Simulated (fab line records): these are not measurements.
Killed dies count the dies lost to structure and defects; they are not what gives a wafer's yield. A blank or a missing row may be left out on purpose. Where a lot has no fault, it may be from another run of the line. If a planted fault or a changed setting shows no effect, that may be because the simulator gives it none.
Matching of chambers + flow nandHarc + NHARC_A_CHANNEL_FILL_D1_CMP_10 on cmp-04: 4 sister chambers
The step polishes, target thk 150 nm. 8 wafers are shown with their chamber, then 8 later ones without.

EACH WAFER AND ITS CHAMBER
| wafer  | chamber | motorCurrentA (A) | timeToEndpointS (s) |
|--------|---------|-------------------|---------------------|
| L078.1 | 3       | 12.5              | 14.8                |
| L078.2 | 2       | 10.9              | 12.4                |
| L082.2 | 2       | 10.9              | 9.4                 |
| L082.3 | 3       | 12.3              | 11.2                |
| L087.2 | 0       | 12.5              | 13.0                |
| L087.3 | 1       | 13.8              | 13.9                |
| L087.5 | 0       | 12.7              | 14.2                |
| L090.1 | 1       | 12.9              | 12.2                |

WAFERS WHOSE CHAMBER IS MISSING
| wafer  | motorCurrentA (A) | timeToEndpointS (s) |
|--------|-------------------|---------------------|
| L090.5 | 11.2              | 11.5                |
| L090.6 | 13.4              | 12.3                |
| L091.2 | 12.5              | 15.5                |
| L091.5 | 12.7              | 13.8                |
| L091.6 | 13.1              | 14.2                |
| L095.1 | 10.8              | 12.3                |
| L095.2 | 12.9              | 13.7                |
| L095.5 | 11.1              | 12.5                |

THE CHAMBER EACH PASSED THROUGH
| wafer  | from the rows above          | in truth |
|--------|------------------------------|----------|
| L090.5 | 2                            | 2        |
| L090.6 | 1                            | 1        |
| L091.2 | can't be placed: 0 or 3 or 1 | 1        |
| L091.5 | can't be placed: 0 or 3 or 1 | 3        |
| L091.6 | can't be placed: 1 or 0 or 3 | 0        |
| L095.1 | 2                            | 2        |
| L095.2 | can't be placed: 0 or 1 or 3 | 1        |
| L095.5 | 2                            | 2        |
Placed correctly: 4 of 8. These rows do not allow placing 4 (true chamber among the candidates in 4). 0 placed wrongly.
How it was worked out, from the rows above alone: a wafer's distance from a chamber is the root of the sum, over the readings, of the square of ((its reading less the chamber's mean) divided by the reading's scatter). The wafer belongs to the nearest chamber; if the next one is less than 2 further off, it can't be placed. The mean given for a chamber averages the wafers shown for that chamber. The scatter is the square root of a quotient: the sum, over the shown wafers, of each reading's squared deviation from its chamber's mean, divided by wafers minus chambers.
